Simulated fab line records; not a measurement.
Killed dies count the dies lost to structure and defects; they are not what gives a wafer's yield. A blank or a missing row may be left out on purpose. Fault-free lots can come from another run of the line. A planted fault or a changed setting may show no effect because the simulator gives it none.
Matching of chambers :: flow nandHarc :: NHARC_A_CONTACT_DEP_29 on pecvd-01 has 3 sister chambers
The step deposits SiON, target thk 100 nm. 3 wafers are shown with their chamber, then 9 later ones without.

## WAFERS WITH THEIR CHAMBER
wafer: L085.6
chamber: 0
heaterPowerW (W): 694

wafer: L087.5
chamber: 2
heaterPowerW (W): 755

wafer: L087.6
chamber: 1
heaterPowerW (W): 641

## WAFERS WITHOUT THEIR CHAMBER
wafer: L091.2
heaterPowerW (W): 763

wafer: L091.4
heaterPowerW (W): 735

wafer: L091.5
heaterPowerW (W): 768

wafer: L095.2
heaterPowerW (W): 707

wafer: L095.4
heaterPowerW (W): 677

wafer: L095.5
heaterPowerW (W): 714

wafer: L097.2
heaterPowerW (W): 720

wafer: L097.4
heaterPowerW (W): 733

wafer: L097.6
heaterPowerW (W): 664

## THE CHAMBER EACH PASSED THROUGH
wafer: L091.2
from the rows above: 2
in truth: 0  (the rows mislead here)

wafer: L091.4
from the rows above: can't be placed: 2 or 0
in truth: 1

wafer: L091.5
from the rows above: 2
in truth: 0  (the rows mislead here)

wafer: L095.2
from the rows above: can't be placed: 0 or 2
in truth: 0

wafer: L095.4
from the rows above: can't be placed: 0 or 1
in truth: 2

wafer: L095.5
from the rows above: can't be placed: 0 or 2
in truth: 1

wafer: L097.2
from the rows above: can't be placed: 0 or 2
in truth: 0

wafer: L097.4
from the rows above: can't be placed: 2 or 0
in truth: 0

wafer: L097.6
from the rows above: can't be placed: 1 or 0
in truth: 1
Correctly placed: 0 of 9. These rows do not allow placing 7 (true chamber among the candidates in 4). Number placed wrongly: 2.
How it was worked out, from the rows above alone: a wafer's distance from a chamber is the root of the sum, over the readings, of the square of ((its reading less the chamber's mean) divided by the reading's scatter). If the next closest chamber is less than 2 further off than the closest, the wafer can't be placed; otherwise it belongs to the closest. The mean given for a chamber averages the wafers shown for that chamber. The scatter: root of mean squared gap, hidden wafer to nearest shown wafer, with one shown wafer a chamber.
